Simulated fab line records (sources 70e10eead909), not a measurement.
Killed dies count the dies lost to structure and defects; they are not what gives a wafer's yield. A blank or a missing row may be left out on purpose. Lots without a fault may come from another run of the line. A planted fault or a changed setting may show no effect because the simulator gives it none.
fab line records	flow nand-harc	part 1 of 2: steps 1 to 4 of 6
[record] lots = 21	wafers = 63	last-day = 33
route steps=1302 shown A_STAIRCASE@707
lots with no fault: from the same line, run without faults
start-h: hours from the record's first day to the start of the lot's first wafer shown	wait-h: hours elapsed since this lot's preceding step	" as in the row above	L1.1+2: one row covering several wafers at once	- no value, or no start was given	* or withheld: withheld	< > ~ a bound
route shown NAME@n: names a module that has steps shown in the file, with the first one's number in the route	usual: the fault-free wafers' mean and standard deviation	same: alike in all rows	chamber/n: place in a boat	sites: readings site by site	_std_site: how widely they spread, as a standard deviation	_edge_site: outer sites' mean less inner sites'	radius-mm: how far each site lies from the wafer's centre	mask NAME#n: copy n	behind: the tool/chamber that last shaped the wafer	hold: why the lot went on hold/how many hours it stayed there/how the hold came to an end	device: the transistor (n, p or np) that didn't switch	end of line: tests run on the same wafers once the route is complete	a step given without rows: its recipe and nothing more	killed: at the first sort, the dies lost to defects and structure; wafer yield is something else	map: dies across one wafer; x = killed, . = not, _ = none there
set.NAME: the setting as run; set.NAME@STEP: as run at that earlier step	model.NAME: the simulator's own value behind a step, which no gauge read
steps of the route over a sample of lots; a table a step, a row a wafer
services: the hour from which a tool's chamber was out of use, counted from the record's first day as start-h (under 0 if before that day), plus the number of hours and why
[[steps]]
[step NHARC_A_STAIRCASE_TRIM_193]
[recipe] time-s = 211.2	o2-flow-sccm = 500	ar-flow-sccm = 0	bias-w = 0	chemistry = O2
[usual] drypump-motor-current-A = 5.8/0.47	oes-product-au = 0.992/0.012	rf-vpp-V = 57.9/0.92	showerhead-plenum-p-Torr = 3.52/0.18	throttle-valve-pct = 17.037/0.0092
[same] bias-w = 0
lot.wafer	tool	chamber	start-h	wait-h	drypump-motor-current-A	oes-product-au	rf-hours-counter-h	rf-vpp-V	showerhead-plenum-p-Torr	throttle-valve-pct
L075.2	rie-diel-01	2	-	-	5.7	0.997	51	57.2	3.40	17.025
L075.1	"	0	"	"	5.1	0.983	55	57.9	3.49	17.024
L075.5	"	3	"	"	5.2	0.986	-	56.7	3.35	17.045
L074.1	rie-diel-01	0	-	-	5.1	0.993	55	58.3	3.49	17.044
L074.4	"	1	"	"	6.4	0.980	46	57.8	3.63	17.038
L074.6	"	0	"	"	5.1	1.006	-	58.5	3.49	17.037
L076.1	rie-diel-04	1	-	-	5.7	1.005	8	55.5	3.33	17.049
L076.3	"	2	"	"	6.0	1.003	8	58.9	3.80	17.034
L076.2	"	3	"	"	6.3	0.982	7	56.3	3.29	17.032
L078.2	rie-diel-06	2	-	-	5.3	0.983	24	59.4	3.79	17.019
L078.5	"	1	"	"	6.8	0.975	-	57.8	3.76	17.041
L078.6	"	2	"	"	5.3	0.976	-	58.3	3.79	17.041
L077.1	rie-diel-01	2	-	-	5.7	0.998	5	56.5	3.40	17.041
L077.2	"	3	"	"	5.2	1.001	5	57.5	3.35	17.049
L077.5	"	2	"	"	5.7	0.988	-	56.7	3.40	17.035
L081.2	rie-diel-04	3	-	-	6.2	0.977	16	58.0	3.29	17.051
L081.3	"	0	"	"	5.7	0.987	15	57.5	3.45	17.050
L081.6	"	1	"	"	5.7	0.992	-	57.8	3.32	17.030
L079.1	rie-diel-06	2	-	-	5.3	0.978	30	58.4	3.79	17.036
L079.6	"	0	"	"	5.7	0.982	-	59.4	3.63	17.048
L079.5	"	1	"	"	6.8	0.985	-	59.3	3.76	17.042
L080.4	rie-diel-04	3	-	-	6.3	0.980	20	57.8	3.28	17.048
L080.3	"	1	"	"	5.7	0.991	18	57.4	3.32	17.033
L080.6	"	3	"	"	6.2	0.984	-	56.1	3.28	17.034
L082.2	rie-diel-01	2	-	-	5.7	0.995	15	58.0	3.39	17.049
L082.1	"	0	"	"	5.1	0.987	16	56.5	3.48	17.030
L082.6	"	3	"	"	5.2	1.002	-	57.9	3.34	17.040
L085.2	rie-diel-01	1	-	-	6.4	0.985	27	58.1	3.61	17.032
L085.4	"	3	"	"	5.2	0.990	24	57.6	3.34	17.040
L085.6	"	0	"	"	5.1	0.998	-	57.6	3.48	17.025
L088.3	rie-diel-06	3	-	-	6.1	1.000	2	57.3	3.60	17.041
L088.1	"	0	"	"	5.8	0.999	2	57.6	3.62	17.040
L088.4	"	1	"	"	6.7	0.983	2	57.5	3.75	17.035
L087.1	rie-diel-04	3	-	-	6.3	0.988	45	56.7	3.27	17.055
L087.3	"	0	"	"	5.7	0.989	42	56.5	3.43	17.021
L087.4	"	1	"	"	5.7	0.992	-	56.9	3.31	17.037
L089.3	rie-diel-06	2	-	-	5.3	0.994	3	57.1	3.78	17.019
L089.1	"	3	"	"	6.0	1.013	3	57.8	3.60	17.037
L089.4	"	1	"	"	6.8	0.980	3	58.4	3.74	17.045
L090.4	rie-diel-01	3	-	-	5.2	1.015	38	56.5	3.33	17.025
L090.3	"	0	"	"	5.1	0.999	40	58.8	3.47	17.060
L090.1	"	2	"	"	5.7	0.992	43	57.6	3.38	17.033
L091.3	rie-diel-06	2	-	-	5.2	0.983	10	57.0	3.77	17.038
L091.5	"	3	"	"	6.0	1.012	-	58.4	3.59	17.034
L091.6	"	0	"	"	5.8	0.996	-	57.3	3.61	17.034
L092.1	rie-diel-01	0	-	-	5.0	0.981	50	57.5	3.46	17.037
L092.2	"	2	"	"	5.7	1.001	55	57.4	3.37	17.026
L092.5	"	1	"	"	6.4	0.965	-	59.0	3.60	17.044
L093.4	rie-diel-04	1	-	-	5.7	0.993	0	56.6	3.30	17.025
L093.1	"	3	"	"	6.2	1.019	0	58.9	3.81	17.045
L093.6	"	2	"	"	5.9	0.977	-	58.2	3.78	17.033
L094.1	rie-diel-04	2	-	-	6.0	0.972	4	59.5	3.78	17.023
L094.2	"	0	"	"	5.7	0.999	5	57.7	3.42	17.046
L094.5	"	2	"	"	6.0	0.980	-	59.2	3.77	17.052
L096.2	rie-diel-04	2	-	-	6.0	0.978	11	59.0	3.77	17.029
L096.4	"	0	"	"	5.7	1.013	10	57.5	3.42	17.028
L096.3	"	1	"	"	5.7	0.994	9	58.5	3.30	17.036
L097.3	rie-diel-01	0	-	-	5.0	1.008	12	59.2	3.45	17.023
L097.1	"	2	"	"	5.7	0.999	4	57.5	3.37	17.037
L097.6	"	3	"	"	5.2	0.983	-	56.3	3.32	17.051
L095.4	rie-diel-04	2	-	-	6.0	0.972	15	59.7	3.77	17.047
L095.1	"	3	"	"	6.2	1.006	15	58.6	3.80	17.037
L095.5	"	2	"	"	6.0	0.969	-	58.9	3.77	17.023
[step NHARC_A_STAIRCASE_ETCH_221]
[recipe] target-depth-a = 1000	time-s = 40.5	ion-energy-ev = 400	c4f8-flow-sccm = 20	o2-flow-sccm = 10	ar-flow-sccm = withheld	rf-w = 600	bias-w = 1000	chemistry = C4F8/O2
[usual] bias-w = 1000.4/2.8	oes-product-au = 0.936/0.016	rf-fwd-power-W = 592/3.3	rf-vpp-V = 895/6.5
lot.wafer	tool	chamber	start-h	wait-h	bias-w	oes-product-au	rf-fwd-power-W	rf-hours-counter-h	rf-vpp-V
L075.2	rie-diel-04	2	-	-	995.6	0.959	594	1	907
L075.1	"	0	"	"	1003.0	0.941	594	1	893
L075.5	"	1	"	"	1000.7	0.965	593	-	890
L074.1	rie-diel-01	3	-	-	1000.5	0.950	591	55	889
L074.4	"	1	"	"	998.0	0.922	589	47	901
L074.6	"	3	"	"	1002.8	0.944	595	-	891
L076.2	rie-diel-01	2	-	-	1000.1	0.942	586	2	891
L076.3	"	3	"	"	1003.6	0.935	595	2	889
L076.1	"	0	"	"	996.3	0.934	594	3	895
L078.2	rie-diel-04	2	-	-	1000.4	0.954	593	12	906
L078.5	"	0	"	"	999.2	0.938	597	-	892
L078.6	"	1	"	"	1001.1	0.929	597	-	889
L077.2	rie-diel-01	2	-	-	996.9	0.925	587	6	891
L077.1	"	0	"	"	1004.2	0.926	595	8	895
L077.5	"	2	"	"	996.9	0.920	588	-	893
L081.3	rie-diel-06	2	-	-	997.5	0.913	592	29	905
L081.2	"	3	"	"	996.1	0.918	597	29	899
L081.6	"	1	"	"	1002.6	0.906	594	-	903
L079.1	rie-diel-06	0	-	-	1000.2	0.939	590	31	898
L079.6	"	0	"	"	998.2	0.929	594	-	900
L079.5	"	1	"	"	998.6	0.927	594	-	903
L080.4	rie-diel-01	2	-	-	999.4	0.931	589	12	892
L080.3	"	1	"	"	998.5	0.909	587	14	900
L080.6	"	2	"	"	1000.0	0.931	590	-	891
L082.2	rie-diel-04	1	-	-	1000.5	0.940	593	22	889
L082.1	"	2	"	"	999.2	0.926	594	23	906
L082.6	"	2	"	"	1002.0	0.936	593	-	905
L085.2	rie-diel-01	1	-	-	1001.0	0.926	589	28	899
L085.4	"	3	"	"	1004.8	0.954	593	24	889
L085.6	"	2	"	"	1001.7	0.946	586	-	891
L088.4	rie-diel-01	2	-	-	1000.0	0.948	587	40	890
L088.1	"	3	"	"	1001.6	0.950	591	35	890
L088.3	"	0	"	"	1002.9	0.936	594	37	894
L089.3	rie-diel-04	1	-	-	1001.5	0.941	591	45	887
L089.1	"	0	"	"	1001.0	0.934	595	47	892
L089.4	"	1	"	"	997.3	0.935	594	-	888
L087.1	rie-diel-04	3	-	-	995.2	0.913	588	50	885
L087.3	"	0	"	"	1000.5	0.928	596	48	894
L087.4	"	3	"	"	1000.0	0.918	585	-	886
L090.1	rie-diel-01	0	-	-	999.8	0.924	593	42	893
L090.3	"	2	"	"	1005.1	0.945	587	44	890
L090.4	"	3	"	"	1000.2	0.931	594	39	889
L091.3	rie-diel-06	1	-	-	1006.1	0.933	594	8	904
L091.6	"	3	"	"	1000.9	0.964	593	-	899
L091.5	"	0	"	"	1002.3	0.953	592	-	900
L092.1	rie-diel-04	0	-	-	1003.3	0.959	593	1	894
L092.2	"	1	"	"	997.6	0.950	591	1	888
L092.5	"	3	"	"	998.9	0.961	584	-	907
L093.4	rie-diel-04	3	-	-	1000.8	0.933	588	1	907
L093.1	"	1	"	"	1005.6	0.918	591	1	888
L093.6	"	2	"	"	1003.4	0.917	594	-	906
L094.2	rie-diel-01	2	-	-	1003.8	0.954	587	0	891
L094.1	"	1	"	"	998.7	0.925	589	0	899
L094.5	"	3	"	"	1001.2	0.967	591	-	888
L096.2	rie-diel-04	1	-	-	1003.0	0.944	593	11	888
L096.4	"	2	"	"	995.8	0.926	592	13	904
L096.3	"	3	"	"	1001.9	0.968	589	13	906
L097.1	rie-diel-06	1	-	-	1000.5	0.937	593	33	904
L097.3	"	2	"	"	1001.2	0.934	591	34	905
L097.6	"	1	"	"	1002.6	0.933	594	-	902
L095.4	rie-diel-04	3	-	-	1000.5	0.949	586	16	906
L095.1	"	1	"	"	995.5	0.918	592	14	887
L095.5	"	3	"	"	999.1	0.949	586	-	905
[step NHARC_A_STAIRCASE_TRIM_224]
[recipe] time-s = 211.2	o2-flow-sccm = 500	ar-flow-sccm = 0	bias-w = 0	chemistry = O2
[usual] drypump-motor-current-A = 5.8/0.46	oes-product-au = 0.994/0.012	rf-vpp-V = 57.7/0.89	showerhead-plenum-p-Torr = 3.51/0.17	throttle-valve-pct = 17.037/0.0094
[same] bias-w = 0
lot.wafer	tool	chamber	start-h	wait-h	drypump-motor-current-A	oes-product-au	rf-hours-counter-h	rf-vpp-V	showerhead-plenum-p-Torr	throttle-valve-pct
L075.2	rie-diel-04	0	-	-	5.7	0.995	1	55.3	3.46	17.031
L075.1	"	3	"	"	6.2	0.987	1	56.9	3.29	17.028
L075.5	"	0	"	"	5.7	0.995	-	56.8	3.46	17.036
L074.1	rie-diel-01	1	-	-	6.4	0.983	47	59.0	3.63	17.027
L074.4	"	3	"	"	5.2	1.010	55	56.8	3.35	17.046
L074.6	"	2	"	"	5.7	1.017	-	57.9	3.40	17.035
L076.3	rie-diel-01	2	-	-	5.7	0.992	2	56.3	3.40	17.039
L076.1	"	0	"	"	5.0	0.995	3	58.5	3.49	17.032
L076.2	"	1	"	"	6.4	0.974	3	58.2	3.62	17.027
L078.2	rie-diel-04	0	-	-	5.7	1.003	12	57.1	3.45	17.023
L078.6	"	2	"	"	6.0	0.994	-	58.6	3.80	17.033
L078.5	"	3	"	"	6.3	0.985	-	56.5	3.29	17.029
L077.1	rie-diel-01	3	-	-	5.2	0.994	5	57.8	3.35	17.027
L077.2	"	1	"	"	6.4	0.970	8	58.3	3.62	17.066
L077.5	"	2	"	"	5.7	0.993	-	57.6	3.39	17.036
L081.2	rie-diel-06	3	-	-	6.0	1.001	29	58.4	3.61	17.057
L081.3	"	2	"	"	5.2	0.975	29	58.2	3.79	17.038
L081.6	"	0	"	"	5.7	0.985	-	57.4	3.63	17.027
L079.1	rie-diel-06	1	-	-	6.8	0.974	30	57.5	3.76	17.044
L079.5	"	1	"	"	6.8	0.982	-	58.8	3.76	17.038
L079.6	"	2	"	"	5.3	0.979	-	57.9	3.79	17.023
L080.3	rie-diel-01	2	-	-	5.7	0.997	13	56.6	3.39	17.029
L080.4	"	1	"	"	6.4	0.970	14	58.8	3.62	17.032
L080.6	"	3	"	"	5.2	0.989	-	56.6	3.35	17.038
L082.2	rie-diel-04	1	-	-	5.7	1.013	22	56.8	3.32	17.050
L082.1	"	0	"	"	5.7	0.990	23	59.1	3.44	17.049
L082.6	"	1	"	"	5.7	1.004	-	58.5	3.32	17.069
L085.4	rie-diel-01	3	-	-	5.2	1.001	24	58.1	3.34	17.029
L085.2	"	0	"	"	5.1	0.990	26	57.3	3.48	17.026
L085.6	"	3	"	"	5.2	1.003	-	58.2	3.34	17.024
L088.4	rie-diel-01	0	-	-	5.1	0.988	37	58.1	3.47	17.029
L088.1	"	1	"	"	6.4	0.965	43	59.9	3.60	17.042
L088.3	"	2	"	"	5.7	0.998	40	57.2	3.38	17.042
L089.3	rie-diel-04	1	-	-	5.7	1.004	45	56.5	3.31	17.048
L089.1	"	0	"	"	5.7	0.998	47	58.5	3.43	17.053
L089.4	"	1	"	"	5.7	1.005	-	58.6	3.31	17.025
L087.3	rie-diel-04	3	-	-	6.3	0.993	50	56.4	3.27	17.036
L087.1	"	0	"	"	5.7	1.005	48	56.9	3.43	17.046
L087.4	"	3	"	"	6.3	0.988	-	58.4	3.27	17.038
L090.1	rie-diel-01	1	-	-	6.4	0.980	47	58.5	3.60	17.030
L090.3	"	2	"	"	5.7	0.990	45	57.8	3.37	17.030
L090.4	"	0	"	"	5.0	0.991	42	57.3	3.47	17.048
L091.3	rie-diel-06	2	-	-	5.3	0.987	10	57.3	3.77	17.041
L091.5	"	2	"	"	5.3	0.979	-	58.9	3.77	17.038
L091.6	"	3	"	"	6.1	1.013	-	57.0	3.59	17.019
L092.1	rie-diel-04	3	-	-	6.3	1.004	1	59.3	3.81	17.054
L092.2	"	0	"	"	5.7	0.994	1	57.4	3.43	17.040
L092.5	"	3	"	"	6.2	0.999	-	58.4	3.81	17.032
L093.1	rie-diel-04	2	-	-	6.0	0.977	2	57.8	3.78	17.047
L093.4	"	3	"	"	6.3	1.007	2	58.7	3.81	17.038
L093.6	"	0	"	"	5.7	1.015	-	55.7	3.43	17.052
L094.1	rie-diel-01	0	-	-	5.1	0.994	4	58.7	3.46	17.032
L094.2	"	3	"	"	5.2	0.983	2	56.0	3.32	17.041
L094.5	"	0	"	"	5.1	1.001	-	58.3	3.46	17.049
L096.3	rie-diel-04	0	-	-	5.7	1.012	11	56.5	3.42	17.037
L096.2	"	1	"	"	5.7	0.988	11	58.0	3.30	17.036
L096.4	"	2	"	"	6.0	0.972	13	58.6	3.77	17.031
L097.3	rie-diel-06	0	-	-	5.8	1.014	35	58.5	3.60	17.032
L097.1	"	2	"	"	5.3	0.991	34	57.8	3.76	17.032
L097.6	"	1	"	"	6.8	1.002	-	56.7	3.73	17.041
L095.4	rie-diel-04	2	-	-	6.0	0.986	16	56.8	3.77	17.028
L095.1	"	0	"	"	5.7	0.995	14	58.2	3.42	17.038
L095.5	"	3	"	"	6.3	1.018	-	57.0	3.80	17.036
[step NHARC_A_STAIRCASE_ETCH_230]
[recipe] target-depth-a = 1000	time-s = 40.5	ion-energy-ev = 400	c4f8-flow-sccm = 20	o2-flow-sccm = 10	ar-flow-sccm = withheld	rf-w = 600	bias-w = 1000	chemistry = C4F8/O2
[usual] bias-w = 1000.3/2.8	oes-product-au = 0.946/0.021	rf-fwd-power-W = 592/3.2	rf-vpp-V = 897/6.2
lot.wafer	tool	chamber	start-h	wait-h	bias-w	oes-product-au	rf-fwd-power-W	rf-hours-counter-h	rf-vpp-V
L075.2	rie-diel-06	2	-	-	996.8	0.947	594	16	906
L075.1	"	0	"	"	1005.6	0.963	592	14	900
L075.5	"	1	"	"	1003.8	0.934	593	-	905
L074.4	rie-diel-04	1	-	-	996.8	0.985	593	1	889
L074.1	"	3	"	"	997.7	0.952	586	1	887
L074.6	"	1	"	"	999.5	0.981	589	-	889
L076.3	rie-diel-04	3	-	-	1001.0	0.949	584	9	887
L076.1	"	1	"	"	1003.7	0.975	591	9	889
L076.2	"	2	"	"	1006.0	0.977	595	10	905
L078.2	rie-diel-06	1	-	-	997.8	0.939	591	24	905
L078.6	"	3	"	"	1005.8	0.984	593	-	899
L078.5	"	0	"	"	1001.8	0.945	590	-	899
L077.2	rie-diel-01	0	-	-	999.9	0.936	594	8	895
L077.1	"	1	"	"	1003.3	0.914	590	9	900
L077.5	"	2	"	"	1000.7	0.935	587	-	891
L081.3	rie-diel-06	3	-	-	1001.3	0.942	594	30	898
L081.2	"	0	"	"	998.9	0.917	589	30	898
L081.6	"	2	"	"	1004.8	0.937	592	-	905
L079.1	rie-diel-01	2	423.80	-	1000.7	1.008	593	12	892
L079.6	"	0	"	"	1002.4	0.992	593	-	893
L079.5	"	1	"	"	1000.5	0.972	587	-	901
L080.3	rie-diel-06	3	-	-	1000.1	0.966	595	31	899
L080.4	"	0	"	"	998.3	0.938	591	31	901
L080.6	"	0	"	"	996.4	0.941	591	-	899
L082.1	rie-diel-04	2	-	-	999.9	0.915	595	24	906
L082.2	"	0	"	"	1000.9	0.930	596	24	891
L082.6	"	0	"	"	1001.4	0.920	596	-	893
L085.4	rie-diel-01	1	-	-	998.9	0.921	591	28	899
L085.2	"	0	"	"	998.4	0.931	598	27	895
L085.6	"	1	"	"	1005.4	0.922	590	-	901
L088.3	rie-diel-06	0	-	-	997.7	0.966	595	3	899
L088.4	"	2	"	"	992.9	0.930	589	3	905
L088.1	"	3	"	"	995.1	0.973	592	4	899
L089.4	rie-diel-01	2	-	-	1000.8	0.952	585	43	891
L089.3	"	3	"	"	1001.8	0.968	590	37	889
L089.1	"	1	"	"	1003.1	0.922	589	45	899
L087.1	rie-diel-06	3	-	-	1000.1	0.973	596	5	898
L087.3	"	0	"	"	998.8	0.971	592	5	899
L087.4	"	1	"	"	994.8	0.958	593	5	904
L090.3	rie-diel-01	2	-	-	998.1	0.940	588	45	891
L090.1	"	3	"	"	998.8	0.952	594	39	889
L090.4	"	0	"	"	1001.1	0.948	599	42	892
L091.3	rie-diel-06	3	-	-	999.6	0.951	596	11	898
L091.5	"	2	"	"	998.6	0.930	593	-	904
L091.6	"	3	"	"	1000.3	0.953	598	-	898
L092.1	rie-diel-04	1	-	-	999.1	0.930	594	2	887
L092.2	"	2	"	"	1003.0	0.913	594	2	903
L092.5	"	0	"	"	997.3	0.937	594	-	892
L093.1	rie-diel-01	0	-	-	998.5	0.959	592	54	894
L093.4	"	1	"	"	1003.9	0.941	591	61	897
L093.6	"	0	"	"	1001.2	0.958	595	-	892
L094.2	rie-diel-04	3	-	-	1002.4	0.938	585	10	905
L094.1	"	1	"	"	997.5	0.908	591	7	887
L094.5	"	3	"	"	1000.1	0.938	585	-	905
L096.4	rie-diel-04	2	-	-	1000.4	0.924	596	13	904
L096.3	"	3	"	"	1003.0	0.973	583	13	907
L096.2	"	0	"	"	994.8	0.948	594	12	892
L097.3	rie-diel-06	3	-	-	999.7	0.935	594	35	899
L097.1	"	0	"	"	1001.3	0.959	593	36	900
L097.6	"	2	"	"	1001.7	0.920	593	-	905
L095.4	rie-diel-06	0	-	-	999.2	0.967	588	36	897
L095.1	"	1	"	"	1000.9	0.955	592	34	903
L095.5	"	1	"	"	1001.0	0.950	595	-	903
